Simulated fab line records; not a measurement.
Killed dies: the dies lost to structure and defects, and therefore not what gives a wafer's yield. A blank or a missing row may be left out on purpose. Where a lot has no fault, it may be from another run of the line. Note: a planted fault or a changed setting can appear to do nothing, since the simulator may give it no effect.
Which tool was responsible? ; flow n5 finfet ; 9 lots with 27 wafers sampled at 5 steps, on a route of 1938 steps

WHAT THE GAUGES READ, wafer by wafer
N5_BEOL_M4_RC_MEAS_101. Usual: DIBL_N 36.5 mV/V, standard deviation 1.2; DIBL_P 36.5 mV/V, standard deviation 1.6; IOFF_N 0.162 nA/um, standard deviation 0.023; IOFF_P 0.221 nA/um, standard deviation 0.03; ION_N 678 uA/um, standard deviation 8; ION_P 466 uA/um, standard deviation 6.3; SS_N 71.6 mV/dec, standard deviation 0.46; SS_P 73.3 mV/dec, standard deviation 0.57; VT_N 249.2 mV, standard deviation 2.6; VT_P -249 mV, standard deviation 3.3.
lot;measured;on;DIBL_N (mV/V);DIBL_P (mV/V);IOFF_N (nA/um);IOFF_P (nA/um);ION_N (uA/um);ION_P (uA/um);SS_N (mV/dec);SS_P (mV/dec);VT_N (mV);VT_P (mV);flag
L458;day 11 02:35;prober-02;35.9 38.2 34.9;36.2 38.8 34.9;0.143 0.187 0.126;0.197 0.249 0.177;676 691 664;470 468 458;71.2 71.9 71.0;73.5 74.2 73.4;251.3 247.9 253.5;-252 -249 -254;
L460;day 11 01:40;prober-02;36.6 37.0 36.9;38.9 39.9 39.0;0.186 0.209 0.191;0.239 0.253 0.232;683 693 682;467 470 470;71.1 71.8 71.4;74.4 73.7 73.8;248.0 244.0 246.5;-248 -245 -248;
L462;day 11 17:19;prober-01;35.5 35.6 34.5;36.4 35.9 34.3;0.156 0.150 0.128;0.206 0.193 0.184;684 678 677;467 459 465;71.7 71.8 71.5;72.9 73.1 73.3;251.6 252.3 252.6;-251 -254 -252;
L467;day 12 23:46;prober-02;35.7 36.7 36.8;35.1 35.9 36.9;0.158 0.175 0.188;0.179 0.192 0.210;681 680 689;454 455 463;71.3 71.9 72.1;73.0 73.6 73.7;252.5 246.2 249.9;-254 -254 -250;
L472;day 14 08:17;prober-02;35.0 35.2 36.1;36.7 35.8 37.5;0.145 0.135 0.160;0.218 0.209 0.250;684 681 686;475 474 481;71.1 71.5 71.6;73.9 73.2 73.1;249.7 251.7 249.6;-248 -251 -246;
L473;day 14 13:41;prober-01;36.9 35.9 35.0;36.6 36.2 35.2;0.173 0.165 0.147;0.202 0.208 0.184;686 693 682;460 468 463;71.6 71.5 70.8;73.0 73.9 72.8;248.1 248.6 249.1;-253 -250 -251;
L475;day 14 12:09;prober-02;38.8 36.4 38.4;39.4 36.0 38.4;0.225 0.173 0.204;0.302 0.244 0.288;700 682 687;475 471 479;72.1 71.6 71.8;74.0 72.6 74.0;243.9 246.0 246.0;-244 -245 -244;
L478;day 15 21:52;prober-02;36.5 34.9 34.3;36.1 33.7 34.0;0.189 0.157 0.154;0.268 0.225 0.230;692 680 686;478 474 477;71.5 71.4 71.4;73.4 72.5 72.6;246.6 248.0 248.0;-241 -245 -246;
L479;day 16 07:52;prober-02;38.1 37.7 39.2;38.1 36.9 38.9;0.181 0.170 0.206;0.251 0.233 0.258;678 691 690;468 469 463;72.3 72.2 72.1;74.5 74.4 73.9;248.3 249.1 245.9;-249 -247 -249;

TOOL THAT RAN EACH LOT (tool first, then ch and the chambers of the sampled wafers, then the start)
lot;N5_BEOL_M0_SAQP_RECESS_109;N5_BEOL_M0_SAQP_MANDREL2_REMOVE_110;N5_BEOL_M0_SAQP_COAT_34;N5_BEOL_M0_SAQP_ETCH_73
L458;vapor etch-02 ch 0,1, day 6 06:40;rie si-03 ch 0,2,3, day 6 07:31;litho track-01 ch 0, day 6 07:40;rie diel-02 ch 0,1,2, day 6 08:07
L460;vapor etch-01 ch 0,1, day 6 11:02;rie si-05 ch 0,1,3, day 6 12:11;litho track-04 ch 0, day 6 12:20;rie diel-03 ch 0,2, day 6 13:02
L462;vapor etch-01 ch 0,1, day 7 00:34;rie si-03 ch 0,1,2, day 7 02:16;litho track-01 ch 0, day 7 02:25;rie diel-05 ch 0,1, day 7 02:52
L467;vapor etch-01 ch 0,1, day 10 12:53;rie si-03 ch 0,1,3, day 10 13:41;litho track-01 ch 0, day 10 13:50;rie diel-03 ch 1,2,3, day 10 14:17
L472;vapor etch-02 ch 1, day 11 18:38;rie si-06 ch 0,2,3, day 11 22:50;litho track-05 ch 0, day 11 22:59;rie diel-05 ch 0,1, day 11 23:25
L473;vapor etch-01 ch 0,1, day 11 18:47;rie si-03 ch 0,1,3, day 11 23:20;litho track-01 ch 0, day 11 23:29;rie diel-03 ch 0,3, day 12 00:26
L475;vapor etch-01 ch 0,1, day 11 19:22;rie si-06 ch 0,3, day 11 23:36;litho track-01 ch 0, day 11 23:45;rie diel-03 ch 0,1,2, day 12 00:41
L478;vapor etch-02 ch 0,1, day 13 00:52;rie si-03 ch 0,2,3, day 13 02:37;litho track-05 ch 0, day 13 02:46;rie diel-02 ch 0,1,2, day 13 03:25
L479;vapor etch-01 ch 0,1, day 13 03:52;rie si-05 ch 0,1,2, day 13 07:02;litho track-04 ch 0, day 13 07:11;rie diel-05 ch 0,1,2, day 13 07:38
- N5_BEOL_M0_SAQP_RECESS_109: chemistry HF/NH3, target SiO2, target depth 3 nm, afs cycles 1, sublimation time 60 s.
- N5_BEOL_M0_SAQP_MANDREL2_REMOVE_110: chemistry HBr/Cl2/O2, target a-Si, stops on SiCN, bt time 10 s.
- N5_BEOL_M0_SAQP_COAT_34: resist thk 30 nm.
- N5_BEOL_M0_SAQP_ETCH_73: etches SiARC in CF4, target depth 19.5 nm, time 32.5 s.

AS READ BY THE TOOLS THEMSELVES (means over the sampled wafers that have a number; for cases with no such wafer, the mark the record gives instead)
N5_BEOL_M0_SAQP_RECESS_109. Usual: drypump motor current A reads 5.96 A (standard deviation 0.16).
lot;tool;drypump motor current A (A);flag
L458;vapor etch-02;5.85;
L460;vapor etch-01;6.00;
L462;vapor etch-01;6.06;
L467;vapor etch-01;5.98;
L472;vapor etch-02;5.94;
L473;vapor etch-01;6.07;
L475;vapor etch-01;5.97;
L478;vapor etch-02;5.87;
L479;vapor etch-01;6.07;

N5_BEOL_M0_SAQP_MANDREL2_REMOVE_110. Usual: drypump motor current A 5.5 A, standard deviation 0.56; oes product au 1.004 a.u., standard deviation 0.015; throttle valve pct 36.76 %, standard deviation 0.28.
lot;tool;drypump motor current A (A);oes product au (a.u.);throttle valve pct (%);flag
L458;rie si-03;5.5;1.012;36.77;
L460;rie si-05;5.7;1.001;36.99;
L462;rie si-03;6.0;1.008;36.63;
L467;rie si-03;5.4;1.006;36.95;
L472;rie si-06;5.4;1.000;36.66;
L473;rie si-03;5.4;1.004;36.96;
L475;rie si-06;5.2;1.013;36.79;
L478;rie si-03;5.5;0.997;36.78;
L479;rie si-05;5.3;0.987;36.76;

N5_BEOL_M0_SAQP_COAT_34. Usual: spin speed rpm reads 1500.0 rpm (standard deviation 1).
lot;tool;spin speed rpm (rpm);flag
L458;litho track-01;1499.4;
L460;litho track-04;1500.4;
L462;litho track-01;1501.2;
L467;litho track-01;1499.8;
L472;litho track-05;1500.5;
L473;litho track-01;1315.1;OFF
L475;litho track-01;1317.1;OFF
L478;litho track-05;1500.7;
L479;litho track-04;1500.8;

N5_BEOL_M0_SAQP_ETCH_73. Usual: drypump motor current A 5.7 A, standard deviation 0.39; etch rf on time s 32.4 s, standard deviation 0.56; oes product au 0.67 a.u., standard deviation 0.081; rf vpp V 184.0 V, standard deviation 1.1; showerhead plenum p Torr 2.13 Torr, standard deviation 0.066; throttle valve pct 15.66 %, standard deviation 0.2.
lot;tool;drypump motor current A (A);etch rf on time s (s);oes product au (a.u.);rf vpp V (V);showerhead plenum p Torr (Torr);throttle valve pct (%);flag
L458;rie diel-02;5.5;32.4;0.66;183.6;2.11;15.75;
L460;rie diel-03;5.8;32.3;0.64;184.0;2.12;15.69;
L462;rie diel-05;5.7;33.2;0.65;184.4;2.14;15.41;
L467;rie diel-03;5.6;32.6;0.60;183.8;2.13;15.84;
L472;rie diel-05;5.5;33.0;0.69;184.6;2.15;15.37;
L473;rie diel-03;5.8;32.4;0.65;185.5;2.23;15.71;
L475;rie diel-03;5.8;32.5;0.62;184.1;2.14;15.82;
L478;rie diel-02;5.5;32.0;0.71;183.0;2.10;15.65;
L479;rie diel-05;5.8;32.7;0.68;184.1;2.13;15.50;

THE ANSWER, worked out from the rows above alone
Rule: lot off if the mean of its wafers having a number is beyond 3 standard deviations from the usual mean. Also off: a lot with no number at a reading for which 4 or more lots have one. All remaining lots with rows at the step are treated as sound. First the gauges in route order, then the tools' own readings, where a lot's mean is used as printed above. The first step at which some lot is off is used, and at that step the reading that is off furthest; a lot without a number counts as furthest.
Off at N5_BEOL_M0_SAQP_COAT_34 (spin speed rpm): L473, L475.
If a tool, at that step or one of the process steps before it, ran each lot that is off and ran no sound lot following the first of them, it fits. One candidate fits, namely litho track-01 at N5_BEOL_M0_SAQP_COAT_34. A fault onset in the window from L467 (day 10 13:50, its last sound lot) to L473 (day 11 23:29, its first lot off) fits.
The tool's own readings at N5_BEOL_M0_SAQP_COAT_34 bear it out: on the lots that are off they differ by more than 5 times the standard deviation of the sound lots' means. spin speed rpm reads 1316.1 rpm there against 1500.4 rpm on the sound lots.

WHAT WAS PUT IN BY THE SIMULATOR
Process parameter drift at N5_BEOL_M0_SAQP_COAT_34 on litho track-01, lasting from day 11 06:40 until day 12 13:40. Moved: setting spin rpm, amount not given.
Shown lots that were struck: L475, L473. The same result came from the rule above.
